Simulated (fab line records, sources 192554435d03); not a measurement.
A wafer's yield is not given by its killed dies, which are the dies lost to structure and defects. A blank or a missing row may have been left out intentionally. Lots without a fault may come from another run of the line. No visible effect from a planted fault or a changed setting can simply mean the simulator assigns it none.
fab line records || flow n5-finfet
record {"lots": 13, "wafers": 39, "last-day": 17}
route steps=1938 shown BEOL_M4@1096 TV_LITHO@1884 PAD_METAL@1893 PASSIVATION@1936
lots that met no fault: taken from a fault-free run of the same line
start-h: the number of hours between the record's first day and the start of the first shown wafer of the lot || wait-h: hours elapsed since this lot's preceding step || " repeats the value in the row above || L1.1+2: several wafers, shown together as one row || - value missing, or start not given || * or withheld: withheld || < > ~ a bound
route shown NAME@n: names a module that has steps shown in the file, with the first one's number in the route || usual: average and standard deviation across the fault-free wafers || same: alike in all rows || chamber/n: place in a boat || sites: the reading at each site || _std_site: how widely they spread, as a standard deviation || _edge_site: inner sites' mean taken away from outer sites' mean || radius-mm: how far each site lies from the wafer's centre || mask NAME#n: copy n || behind: the most recent tool/chamber to have shaped the wafer || hold: cause of the lot's hold/its duration in hours/its outcome || device: whichever transistor did not switch (one of n, p or np) || end of line: tests run on the same wafers once the route is complete || a step given without rows: its recipe and nothing more || killed: at the first sort, the dies lost to defects and structure; wafer yield is something else || map: a wafer's dies, marking killed ones x, the rest . and places with no die _
set.NAME: the setting as run; set.NAME@STEP: as run at that earlier step || model.NAME: the simulator's own value behind a step, which no gauge read
one table for each step of the route and one row for each wafer, over a sample of lots
services: when a tool's chamber went out of use (start-h, in hours from the record's first day, below 0 if earlier), for how many hours, and the reason
## steps
# step N5_BEOL_M4_SPUTTER_92
# recipe {"material": "Cu", "target-thk-a": 45, "temp-c": -20, "chamber-pressure-pa": 0.07, "power-w": "withheld", "time-s": 8.29}
# usual {"chuck-gas-flow-sccm": "1.27/0.055", "throttle-valve-pct": "29.7/1"}
{"lot.wafer": "L125.1", "tool": "pvd-sputter-01", "chamber": "-", "start-h": 166.34, "wait-h": 0.1, "chuck-gas-flow-sccm": 1.22, "throttle-valve-pct": 28.6}
{"lot.wafer": "L125.2", "tool": "pvd-sputter-01", "chamber": "-", "start-h": 166.34, "wait-h": 0.1, "chuck-gas-flow-sccm": 1.28, "throttle-valve-pct": 28.8}
{"lot.wafer": "L125.6", "tool": "pvd-sputter-01", "chamber": "-", "start-h": 166.34, "wait-h": 0.1, "chuck-gas-flow-sccm": 1.30, "throttle-valve-pct": 29.0}
{"lot.wafer": "L126.1", "tool": "pvd-sputter-03", "chamber": "-", "start-h": 170.73, "wait-h": 0.1, "chuck-gas-flow-sccm": 1.25, "throttle-valve-pct": 30.9}
{"lot.wafer": "L126.4", "tool": "pvd-sputter-03", "chamber": "-", "start-h": 170.73, "wait-h": 0.1, "chuck-gas-flow-sccm": 1.36, "throttle-valve-pct": 31.3}
{"lot.wafer": "L126.5", "tool": "pvd-sputter-03", "chamber": "-", "start-h": 170.73, "wait-h": 0.1, "chuck-gas-flow-sccm": 1.22, "throttle-valve-pct": 31.7}
{"lot.wafer": "L127.1", "tool": "pvd-sputter-01", "chamber": "-", "start-h": 174.05, "wait-h": 0.1, "chuck-gas-flow-sccm": 1.27, "throttle-valve-pct": 30.3}
{"lot.wafer": "L127.2", "tool": "pvd-sputter-01", "chamber": "-", "start-h": 174.05, "wait-h": 0.1, "chuck-gas-flow-sccm": 1.32, "throttle-valve-pct": 30.2}
{"lot.wafer": "L127.4", "tool": "pvd-sputter-01", "chamber": "-", "start-h": 174.05, "wait-h": 0.1, "chuck-gas-flow-sccm": 1.28, "throttle-valve-pct": 28.9}
{"lot.wafer": "L128.2", "tool": "pvd-sputter-02", "chamber": "-", "start-h": 180.32, "wait-h": 0.1, "chuck-gas-flow-sccm": 1.34, "throttle-valve-pct": 30.3}
{"lot.wafer": "L128.5", "tool": "pvd-sputter-02", "chamber": "-", "start-h": 180.32, "wait-h": 0.1, "chuck-gas-flow-sccm": 1.27, "throttle-valve-pct": 27.7}
{"lot.wafer": "L128.6", "tool": "pvd-sputter-02", "chamber": "-", "start-h": 180.32, "wait-h": 0.1, "chuck-gas-flow-sccm": 1.30, "throttle-valve-pct": 29.8}
{"lot.wafer": "L131.3", "tool": "pvd-sputter-01", "chamber": "-", "start-h": 203.23, "wait-h": 0.1, "chuck-gas-flow-sccm": 1.25, "throttle-valve-pct": 28.9}
{"lot.wafer": "L131.5", "tool": "pvd-sputter-01", "chamber": "-", "start-h": 203.23, "wait-h": 0.1, "chuck-gas-flow-sccm": 1.28, "throttle-valve-pct": 28.5}
{"lot.wafer": "L131.6", "tool": "pvd-sputter-01", "chamber": "-", "start-h": 203.23, "wait-h": 0.1, "chuck-gas-flow-sccm": 1.25, "throttle-valve-pct": 30.4}
{"lot.wafer": "L132.1", "tool": "pvd-sputter-01", "chamber": "-", "start-h": 218.22, "wait-h": 0.1, "chuck-gas-flow-sccm": 1.29, "throttle-valve-pct": 29.1}
{"lot.wafer": "L132.3", "tool": "pvd-sputter-01", "chamber": "-", "start-h": 218.22, "wait-h": 0.1, "chuck-gas-flow-sccm": 1.18, "throttle-valve-pct": 28.4}
{"lot.wafer": "L132.5", "tool": "pvd-sputter-01", "chamber": "-", "start-h": 218.22, "wait-h": 0.1, "chuck-gas-flow-sccm": 1.32, "throttle-valve-pct": 29.0}
{"lot.wafer": "L135.2", "tool": "pvd-sputter-02", "chamber": "-", "start-h": 219.14, "wait-h": 0.1, "chuck-gas-flow-sccm": 1.28, "throttle-valve-pct": 27.8}
{"lot.wafer": "L135.3", "tool": "pvd-sputter-02", "chamber": "-", "start-h": 219.14, "wait-h": 0.1, "chuck-gas-flow-sccm": 1.17, "throttle-valve-pct": 30.5}
{"lot.wafer": "L135.6", "tool": "pvd-sputter-02", "chamber": "-", "start-h": 219.14, "wait-h": 0.1, "chuck-gas-flow-sccm": 1.31, "throttle-valve-pct": 29.4}
{"lot.wafer": "L138.1", "tool": "pvd-sputter-01", "chamber": "-", "start-h": 228.96, "wait-h": 0.1, "chuck-gas-flow-sccm": 1.27, "throttle-valve-pct": 30.2}
{"lot.wafer": "L138.3", "tool": "pvd-sputter-01", "chamber": "-", "start-h": 228.96, "wait-h": 0.1, "chuck-gas-flow-sccm": 1.34, "throttle-valve-pct": 29.0}
{"lot.wafer": "L138.5", "tool": "pvd-sputter-01", "chamber": "-", "start-h": 228.96, "wait-h": 0.1, "chuck-gas-flow-sccm": 1.21, "throttle-valve-pct": 30.2}
{"lot.wafer": "L139.2", "tool": "pvd-sputter-01", "chamber": "-", "start-h": 259.81, "wait-h": 0.1, "chuck-gas-flow-sccm": 1.29, "throttle-valve-pct": 30.1}
{"lot.wafer": "L139.3", "tool": "pvd-sputter-01", "chamber": "-", "start-h": 259.81, "wait-h": 0.1, "chuck-gas-flow-sccm": 1.31, "throttle-valve-pct": 30.0}
{"lot.wafer": "L139.5", "tool": "pvd-sputter-01", "chamber": "-", "start-h": 259.81, "wait-h": 0.1, "chuck-gas-flow-sccm": 1.20, "throttle-valve-pct": 30.1}
{"lot.wafer": "L143.2", "tool": "pvd-sputter-03", "chamber": "-", "start-h": 268.61, "wait-h": 0.1, "chuck-gas-flow-sccm": 1.25, "throttle-valve-pct": 30.9}
{"lot.wafer": "L143.3", "tool": "pvd-sputter-03", "chamber": "-", "start-h": 268.61, "wait-h": 0.1, "chuck-gas-flow-sccm": 1.22, "throttle-valve-pct": 29.1}
{"lot.wafer": "L143.5", "tool": "pvd-sputter-03", "chamber": "-", "start-h": 268.61, "wait-h": 0.1, "chuck-gas-flow-sccm": 1.23, "throttle-valve-pct": 29.8}
{"lot.wafer": "L146.3", "tool": "pvd-sputter-03", "chamber": "-", "start-h": 285.76, "wait-h": 0.1, "chuck-gas-flow-sccm": 1.27, "throttle-valve-pct": 31.4}
{"lot.wafer": "L146.4", "tool": "pvd-sputter-03", "chamber": "-", "start-h": 285.76, "wait-h": 0.1, "chuck-gas-flow-sccm": 1.23, "throttle-valve-pct": 29.8}
{"lot.wafer": "L146.5", "tool": "pvd-sputter-03", "chamber": "-", "start-h": 285.76, "wait-h": 0.1, "chuck-gas-flow-sccm": 1.22, "throttle-valve-pct": 31.4}
{"lot.wafer": "L145.2", "tool": "pvd-sputter-02", "chamber": "-", "start-h": 294.16, "wait-h": 0.1, "chuck-gas-flow-sccm": 1.31, "throttle-valve-pct": 27.5}
{"lot.wafer": "L145.3", "tool": "pvd-sputter-02", "chamber": "-", "start-h": 294.16, "wait-h": 0.1, "chuck-gas-flow-sccm": 1.29, "throttle-valve-pct": 29.9}
{"lot.wafer": "L145.5", "tool": "pvd-sputter-02", "chamber": "-", "start-h": 294.16, "wait-h": 0.1, "chuck-gas-flow-sccm": 1.28, "throttle-valve-pct": 29.8}
{"lot.wafer": "L148.1", "tool": "pvd-sputter-03", "chamber": "-", "start-h": 304.06, "wait-h": 0.1, "chuck-gas-flow-sccm": 1.18, "throttle-valve-pct": 31.2}
{"lot.wafer": "L148.2", "tool": "pvd-sputter-03", "chamber": "-", "start-h": 304.06, "wait-h": 0.1, "chuck-gas-flow-sccm": 1.29, "throttle-valve-pct": 31.6}
{"lot.wafer": "L148.3", "tool": "pvd-sputter-03", "chamber": "-", "start-h": 304.06, "wait-h": 0.1, "chuck-gas-flow-sccm": 1.22, "throttle-valve-pct": 30.0}
# step N5_PASSIVATION_OVL_MEAS_60
# recipe {"points-per-wafer": 44}
# usual {"TV_OVL": "2/4.8"}
{"lot.wafer": "L125.1", "tool": "overlay-01", "chamber": 0, "start-h": 260.82, "wait-h": 0.0, "TV_OVL[nm]": -4}
{"lot.wafer": "L125.2", "tool": "overlay-01", "chamber": 0, "start-h": 260.82, "wait-h": 0.0, "TV_OVL[nm]": 1}
{"lot.wafer": "L125.6", "tool": "overlay-01", "chamber": 0, "start-h": 260.82, "wait-h": 0.0, "TV_OVL[nm]": 4}
{"lot.wafer": "L126.1", "tool": "overlay-01", "chamber": 0, "start-h": 265.69, "wait-h": 0.0, "TV_OVL[nm]": 2}
{"lot.wafer": "L126.4", "tool": "overlay-01", "chamber": 0, "start-h": 265.69, "wait-h": 0.0, "TV_OVL[nm]": 1}
{"lot.wafer": "L126.5", "tool": "overlay-01", "chamber": 0, "start-h": 265.69, "wait-h": 0.0, "TV_OVL[nm]": 0}
{"lot.wafer": "L127.1", "tool": "overlay-01", "chamber": 0, "start-h": 267.63, "wait-h": 0.0, "TV_OVL[nm]": 2}
{"lot.wafer": "L127.2", "tool": "overlay-01", "chamber": 0, "start-h": 267.63, "wait-h": 0.0, "TV_OVL[nm]": 3}
{"lot.wafer": "L127.4", "tool": "overlay-01", "chamber": 0, "start-h": 267.63, "wait-h": 0.0, "TV_OVL[nm]": -2}
{"lot.wafer": "L128.2", "tool": "overlay-01", "chamber": 0, "start-h": 275.25, "wait-h": 0.0, "TV_OVL[nm]": 3}
{"lot.wafer": "L128.5", "tool": "overlay-01", "chamber": 0, "start-h": 275.25, "wait-h": 0.0, "TV_OVL[nm]": 9}
{"lot.wafer": "L128.6", "tool": "overlay-01", "chamber": 0, "start-h": 275.25, "wait-h": 0.0, "TV_OVL[nm]": 0}
{"lot.wafer": "L131.3", "tool": "overlay-01", "chamber": 0, "start-h": 309.56, "wait-h": 0.0, "TV_OVL[nm]": 8}
{"lot.wafer": "L131.5", "tool": "overlay-01", "chamber": 0, "start-h": 309.56, "wait-h": 0.0, "TV_OVL[nm]": 5}
{"lot.wafer": "L131.6", "tool": "overlay-01", "chamber": 0, "start-h": 309.56, "wait-h": 0.0, "TV_OVL[nm]": 11}
{"lot.wafer": "L138.1", "tool": "overlay-02", "chamber": 0, "start-h": 322.45, "wait-h": 0.0, "TV_OVL[nm]": 7}
{"lot.wafer": "L138.3", "tool": "overlay-02", "chamber": 0, "start-h": 322.45, "wait-h": 0.0, "TV_OVL[nm]": 3}
{"lot.wafer": "L138.5", "tool": "overlay-02", "chamber": 0, "start-h": 322.45, "wait-h": 0.0, "TV_OVL[nm]": -3}
{"lot.wafer": "L135.2", "tool": "overlay-02", "chamber": 0, "start-h": 328.77, "wait-h": 0.0, "TV_OVL[nm]": 5}
{"lot.wafer": "L135.3", "tool": "overlay-02", "chamber": 0, "start-h": 328.77, "wait-h": 0.0, "TV_OVL[nm]": 3}
{"lot.wafer": "L135.6", "tool": "overlay-02", "chamber": 0, "start-h": 328.77, "wait-h": 0.0, "TV_OVL[nm]": 8}
{"lot.wafer": "L132.1", "tool": "overlay-01", "chamber": 0, "start-h": 328.80, "wait-h": 0.0, "TV_OVL[nm]": -1}
{"lot.wafer": "L132.3", "tool": "overlay-01", "chamber": 0, "start-h": 328.80, "wait-h": 0.0, "TV_OVL[nm]": -9}
{"lot.wafer": "L132.5", "tool": "overlay-01", "chamber": 0, "start-h": 328.80, "wait-h": 0.0, "TV_OVL[nm]": -5}
{"lot.wafer": "L139.2", "tool": "overlay-02", "chamber": 0, "start-h": 356.94, "wait-h": 0.0, "TV_OVL[nm]": -4}
{"lot.wafer": "L139.3", "tool": "overlay-02", "chamber": 0, "start-h": 356.94, "wait-h": 0.0, "TV_OVL[nm]": 1}
{"lot.wafer": "L139.5", "tool": "overlay-02", "chamber": 0, "start-h": 356.94, "wait-h": 0.0, "TV_OVL[nm]": 8}
{"lot.wafer": "L143.2", "tool": "overlay-02", "chamber": 0, "start-h": 366.12, "wait-h": 0.0, "TV_OVL[nm]": 2}
{"lot.wafer": "L143.3", "tool": "overlay-02", "chamber": 0, "start-h": 366.12, "wait-h": 0.0, "TV_OVL[nm]": 3}
{"lot.wafer": "L143.5", "tool": "overlay-02", "chamber": 0, "start-h": 366.12, "wait-h": 0.0, "TV_OVL[nm]": 9}
{"lot.wafer": "L146.3", "tool": "overlay-02", "chamber": 0, "start-h": 384.80, "wait-h": 0.0, "TV_OVL[nm]": 3}
{"lot.wafer": "L146.4", "tool": "overlay-02", "chamber": 0, "start-h": 384.80, "wait-h": 0.0, "TV_OVL[nm]": 5}
{"lot.wafer": "L146.5", "tool": "overlay-02", "chamber": 0, "start-h": 384.80, "wait-h": 0.0, "TV_OVL[nm]": 0}
{"lot.wafer": "L145.2", "tool": "overlay-01", "chamber": 0, "start-h": 384.83, "wait-h": 0.0, "TV_OVL[nm]": -1}
{"lot.wafer": "L145.3", "tool": "overlay-01", "chamber": 0, "start-h": 384.83, "wait-h": 0.0, "TV_OVL[nm]": 8}
{"lot.wafer": "L145.5", "tool": "overlay-01", "chamber": 0, "start-h": 384.83, "wait-h": 0.0, "TV_OVL[nm]": -4}
{"lot.wafer": "L148.1", "tool": "overlay-02", "chamber": 0, "start-h": 396.30, "wait-h": 0.0, "TV_OVL[nm]": -5}
{"lot.wafer": "L148.2", "tool": "overlay-02", "chamber": 0, "start-h": 396.30, "wait-h": 0.0, "TV_OVL[nm]": 1}
{"lot.wafer": "L148.3", "tool": "overlay-02", "chamber": 0, "start-h": 396.30, "wait-h": 0.0, "TV_OVL[nm]": -2}
# step N5_PASSIVATION_DEGAS_18
# recipe {"ambient": "vacuum", "temp-c": 300, "time-s": 60}
# usual {"heater-power-w": "459/50"}
{"lot.wafer": "L125.1", "tool": "pvd-sputter-02", "chamber": "-", "start-h": 261.48, "wait-h": 0.1, "heater-power-w": 442}
{"lot.wafer": "L125.2", "tool": "pvd-sputter-02", "chamber": "-", "start-h": 261.48, "wait-h": 0.1, "heater-power-w": 413}
{"lot.wafer": "L125.6", "tool": "pvd-sputter-02", "chamber": "-", "start-h": 261.48, "wait-h": 0.1, "heater-power-w": 404}
{"lot.wafer": "L126.1", "tool": "pvd-sputter-03", "chamber": "-", "start-h": 266.71, "wait-h": 0.2, "heater-power-w": 464}
{"lot.wafer": "L126.4", "tool": "pvd-sputter-03", "chamber": "-", "start-h": 266.71, "wait-h": 0.2, "heater-power-w": 479}
{"lot.wafer": "L126.5", "tool": "pvd-sputter-03", "chamber": "-", "start-h": 266.71, "wait-h": 0.2, "heater-power-w": 468}
{"lot.wafer": "L127.1", "tool": "pvd-sputter-03", "chamber": "-", "start-h": 269.39, "wait-h": 1.2, "heater-power-w": 378}
{"lot.wafer": "L127.2", "tool": "pvd-sputter-03", "chamber": "-", "start-h": 269.39, "wait-h": 1.2, "heater-power-w": 502}
{"lot.wafer": "L127.4", "tool": "pvd-sputter-03", "chamber": "-", "start-h": 269.39, "wait-h": 1.2, "heater-power-w": 473}
{"lot.wafer": "L128.2", "tool": "pvd-sputter-02", "chamber": "-", "start-h": 276.30, "wait-h": 0.4, "heater-power-w": 527}
{"lot.wafer": "L128.5", "tool": "pvd-sputter-02", "chamber": "-", "start-h": 276.30, "wait-h": 0.4, "heater-power-w": 403}
{"lot.wafer": "L128.6", "tool": "pvd-sputter-02", "chamber": "-", "start-h": 276.30, "wait-h": 0.4, "heater-power-w": 418}
{"lot.wafer": "L131.3", "tool": "pvd-sputter-01", "chamber": "-", "start-h": 310.56, "wait-h": 0.4, "heater-power-w": 476}
{"lot.wafer": "L131.5", "tool": "pvd-sputter-01", "chamber": "-", "start-h": 310.56, "wait-h": 0.4, "heater-power-w": 557}
{"lot.wafer": "L131.6", "tool": "pvd-sputter-01", "chamber": "-", "start-h": 310.56, "wait-h": 0.4, "heater-power-w": 471}
{"lot.wafer": "L138.1", "tool": "pvd-sputter-02", "chamber": "-", "start-h": 324.05, "wait-h": 0.9, "heater-power-w": 408}
{"lot.wafer": "L138.3", "tool": "pvd-sputter-02", "chamber": "-", "start-h": 324.05, "wait-h": 0.9, "heater-power-w": 519}
{"lot.wafer": "L138.5", "tool": "pvd-sputter-02", "chamber": "-", "start-h": 324.05, "wait-h": 0.9, "heater-power-w": 410}
{"lot.wafer": "L135.2", "tool": "pvd-sputter-01", "chamber": "-", "start-h": 329.66, "wait-h": 0.1, "heater-power-w": 546}
{"lot.wafer": "L135.3", "tool": "pvd-sputter-01", "chamber": "-", "start-h": 329.66, "wait-h": 0.1, "heater-power-w": 478}
{"lot.wafer": "L135.6", "tool": "pvd-sputter-01", "chamber": "-", "start-h": 329.66, "wait-h": 0.1, "heater-power-w": 471}
{"lot.wafer": "L132.1", "tool": "pvd-sputter-03", "chamber": "-", "start-h": 330.69, "wait-h": 0.8, "heater-power-w": 500}
{"lot.wafer": "L132.3", "tool": "pvd-sputter-03", "chamber": "-", "start-h": 330.69, "wait-h": 0.8, "heater-power-w": 381}
{"lot.wafer": "L132.5", "tool": "pvd-sputter-03", "chamber": "-", "start-h": 330.69, "wait-h": 0.8, "heater-power-w": 378}
{"lot.wafer": "L139.2", "tool": "pvd-sputter-03", "chamber": "-", "start-h": 358.32, "wait-h": 0.4, "heater-power-w": 464}
{"lot.wafer": "L139.3", "tool": "pvd-sputter-03", "chamber": "-", "start-h": 358.32, "wait-h": 0.4, "heater-power-w": 376}
{"lot.wafer": "L139.5", "tool": "pvd-sputter-03", "chamber": "-", "start-h": 358.32, "wait-h": 0.4, "heater-power-w": 379}
{"lot.wafer": "L143.2", "tool": "pvd-sputter-02", "chamber": "-", "start-h": 368.42, "wait-h": 1.6, "heater-power-w": 421}
{"lot.wafer": "L143.3", "tool": "pvd-sputter-02", "chamber": "-", "start-h": 368.42, "wait-h": 1.6, "heater-power-w": 413}
{"lot.wafer": "L143.5", "tool": "pvd-sputter-02", "chamber": "-", "start-h": 368.42, "wait-h": 1.6, "heater-power-w": 437}
{"lot.wafer": "L146.3", "tool": "pvd-sputter-02", "chamber": "-", "start-h": 385.73, "wait-h": 0.0, "heater-power-w": 413}
{"lot.wafer": "L146.4", "tool": "pvd-sputter-02", "chamber": "-", "start-h": 385.73, "wait-h": 0.0, "heater-power-w": 421}
{"lot.wafer": "L146.5", "tool": "pvd-sputter-02", "chamber": "-", "start-h": 385.73, "wait-h": 0.0, "heater-power-w": 410}
{"lot.wafer": "L145.2", "tool": "pvd-sputter-03", "chamber": "-", "start-h": 385.83, "wait-h": 0.1, "heater-power-w": 474}
{"lot.wafer": "L145.3", "tool": "pvd-sputter-03", "chamber": "-", "start-h": 385.83, "wait-h": 0.1, "heater-power-w": 491}
{"lot.wafer": "L145.5", "tool": "pvd-sputter-03", "chamber": "-", "start-h": 385.83, "wait-h": 0.1, "heater-power-w": 484}
{"lot.wafer": "L148.1", "tool": "pvd-sputter-01", "chamber": "-", "start-h": 397.20, "wait-h": 0.3, "heater-power-w": 472}
{"lot.wafer": "L148.2", "tool": "pvd-sputter-01", "chamber": "-", "start-h": 397.20, "wait-h": 0.3, "heater-power-w": 476}
{"lot.wafer": "L148.3", "tool": "pvd-sputter-01", "chamber": "-", "start-h": 397.20, "wait-h": 0.3, "heater-power-w": 560}
# step N5_PASSIVATION_PROBE_49
# usual {"defect-limited-yield": "91.1/1.3", "killed_at_M0_to_M3": "34/10", "killed_at_M4_up": "14/5.7", "killed-at-contacts": "12/5.9", "killed-at-front-end": "41/12", "killed-at-other": "4/3.1", "killed-dies": "105/15", "killed-on-rim": "14/4.2", "killed-open": "69/11", "killed-short": "35/7.8", "sort_bin_5_function": "5.3/0.81", "sort_bin_6_memory": "3.3/0.75", "sort-n-pass": "1075/15", "sort-yield-pct": "91.1/1.3"}
# same {"gross-dies": 1180, "killed-at-back-side": 0, "sort_bin_4_leakage[%]": 0, "sort_bin_8_speed[%]": 0}
{"lot.wafer": "L138.1", "tool": "prober-02", "chamber": "-", "start-h": 330.19, "wait-h": 0.0, "defect-limited-yield[%]": 83.1, "killed_at_M0_to_M3": 27, "killed_at_M4_up": 104, "killed-at-contacts": 6, "killed-at-front-end": 53, "killed-at-other": 9, "killed-dies": 199, "killed-on-rim": 31, "killed-open": 67, "killed-short": 43, "sort_bin_5_function[%]": 9.4, "sort_bin_6_memory[%]": 4.8, "sort-n-pass": 981, "sort-yield-pct[%]": 83.1}
{"lot.wafer": "L138.3", "tool": "prober-02", "chamber": "-", "start-h": 330.29, "wait-h": 0.1, "defect-limited-yield[%]": 86.2, "killed_at_M0_to_M3": 65, "killed_at_M4_up": 15, "killed-at-contacts": 6, "killed-at-front-end": 71, "killed-at-other": 6, "killed-dies": 163, "killed-on-rim": 21, "killed-open": 111, "killed-short": 48, "sort_bin_5_function[%]": 6.9, "sort_bin_6_memory[%]": 6.1, "sort-n-pass": 1017, "sort-yield-pct[%]": 86.2}
{"lot.wafer": "L138.5", "tool": "prober-02", "chamber": "-", "start-h": 330.39, "wait-h": 0.2, "defect-limited-yield[%]": 82.5, "killed_at_M0_to_M3": 42, "killed_at_M4_up": 95, "killed-at-contacts": 7, "killed-at-front-end": 61, "killed-at-other": 2, "killed-dies": 207, "killed-on-rim": 24, "killed-open": 79, "killed-short": 38, "sort_bin_5_function[%]": 10.9, "sort_bin_6_memory[%]": 4.5, "sort-n-pass": 973, "sort-yield-pct[%]": 82.5}
{"lot.wafer": "L139.2", "tool": "prober-01", "chamber": "-", "start-h": 364.22, "wait-h": 0.1, "defect-limited-yield[%]": 82.8, "killed_at_M0_to_M3": 25, "killed_at_M4_up": 115, "killed-at-contacts": 11, "killed-at-front-end": 44, "killed-at-other": 8, "killed-dies": 203, "killed-on-rim": 35, "killed-open": 84, "killed-short": 24, "sort_bin_5_function[%]": 10.4, "sort_bin_6_memory[%]": 4.0, "sort-n-pass": 977, "sort-yield-pct[%]": 82.8}
{"lot.wafer": "L139.3", "tool": "prober-01", "chamber": "-", "start-h": 364.27, "wait-h": 0.1, "defect-limited-yield[%]": 90.9, "killed_at_M0_to_M3": 19, "killed_at_M4_up": 23, "killed-at-contacts": 15, "killed-at-front-end": 47, "killed-at-other": 3, "killed-dies": 107, "killed-on-rim": 14, "killed-open": 64, "killed-short": 40, "sort_bin_5_function[%]": 5.3, "sort_bin_6_memory[%]": 3.3, "sort-n-pass": 1073, "sort-yield-pct[%]": 90.9}
{"lot.wafer": "L139.5", "tool": "prober-01", "chamber": "-", "start-h": 364.37, "wait-h": 0.2, "defect-limited-yield[%]": 84.9, "killed_at_M0_to_M3": 17, "killed_at_M4_up": 101, "killed-at-contacts": 11, "killed-at-front-end": 35, "killed-at-other": 14, "killed-dies": 178, "killed-on-rim": 34, "killed-open": 49, "killed-short": 37, "sort_bin_5_function[%]": 9.1, "sort_bin_6_memory[%]": 3.4, "sort-n-pass": 1002, "sort-yield-pct[%]": 84.9}
# killed by level:class
L138.1 BEOL_M4:unspecified=87 FIN_SAQP:geometric-particle:short=14 STI_FIN_REVEAL:geometric-particle:open=12 BEOL_M0_SAQP:geometric-particle:short=7 BEOL_M2:geometric-particle:open=7 FIN_SAQP:geometric-particle:open=6 BEOL_M3:geometric-particle:open=6 DUMMY_GATE:geometric-particle:open=5
L138.3 BEOL_M0_SAQP:geometric-particle:open=17 FIN_SAQP:geometric-particle:short=15 STI_FIN_REVEAL:geometric-particle:open=15 BEOL_M0_SAQP:geometric-particle:short=13 FIN_SAQP:geometric-particle:open=11 DUMMY_GATE:geometric-particle:open=11 BEOL_M1:geometric-particle:open=11 BEOL_M2:geometric-particle:open=8
L138.5 BEOL_M4:unspecified=89 STI_FIN_REVEAL:geometric-particle:open=25 FIN_SAQP:geometric-particle:short=8 BEOL_M0_SAQP:geometric-particle:open=8 BEOL_M0_SAQP:geometric-particle:short=8 STARTING-WAFER:geometric-particle:open=6 BEOL_M1:geometric-particle:open=6 FIN_SAQP:geometric-particle:open=5
L139.2 BEOL_M4:unspecified=94 FIN_SAQP:geometric-particle:open=13 BEOL_M4:geometric-particle:open=12 BEOL_M1:geometric-particle:open=11 MOL_CONTACT_COAG:geometric-particle:open=9 BEOL_M3:geometric-particle:open=6 GATE_CUT:geometric-particle:open=5 STI_FIN_REVEAL:geometric-particle:open=5
L139.3 STI_FIN_REVEAL:geometric-particle:open=12 MOL_CONTACT_COAG:geometric-particle:open=12 BEOL_M4:geometric-particle:open=10 GATE_CUT:geometric-particle:short=7 ILD0:geometric-particle:short=6 ILD0:geometric-particle:open=4 BEOL_M1:geometric-particle:open=4 BEOL_M3:geometric-particle:open=4
L139.5 BEOL_M4:unspecified=87 BEOL_M4:geometric-particle:open=8 STI_FIN_REVEAL:geometric-particle:open=7 FIN_SAQP:geometric-particle:open=6 MOL_CONTACT_COAG:geometric-particle:open=6 MOL_CONTACT_COAG:geometric-particle:short=5 BEOL_M3:geometric-particle:open=5 PAD_METAL:geometric-particle:short=5
## services
{"tool": "pvd-sputter-02", "chamber": "-", "start-h": 222.72, "hours": 1.7, "kind": "repair"}
## key
first-sign {"step": "N5_PASSIVATION_PROBE_49", "reading": "killed_at_M4_up", "direction": "up", "sigmas": 16, "usual": 14, "struck": 104}
effect {"step": "N5_PASSIVATION_PROBE_49", "reading": "defect-limited-yield", "direction": "down", "sigmas": 5.9, "usual": 91.1, "struck": 83.3}
more-kills-born-at {"N5_BEOL_M4_SPUTTER_92@pvd-sputter-01": 357}
met-at N5_BEOL_M4_SPUTTER_92
struck-lots L138,L139
struck-wafers L138.1,L138.5,L139.2,L139.5
not-acting-at N5_PASSIVATION_OVL_MEAS_60,N5_PASSIVATION_DEGAS_18
onset-between 203.23 228.96
fault {"kind": "chamber-particle-source", "tool": "pvd-sputter-01", "chamber": "-", "onset-h": 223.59, "steps": "N5_BEOL_M4_SPUTTER_92", "rate-per-visit-cm2": 1.074, "end-h": 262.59, "scope": "struck-wafers-only"}
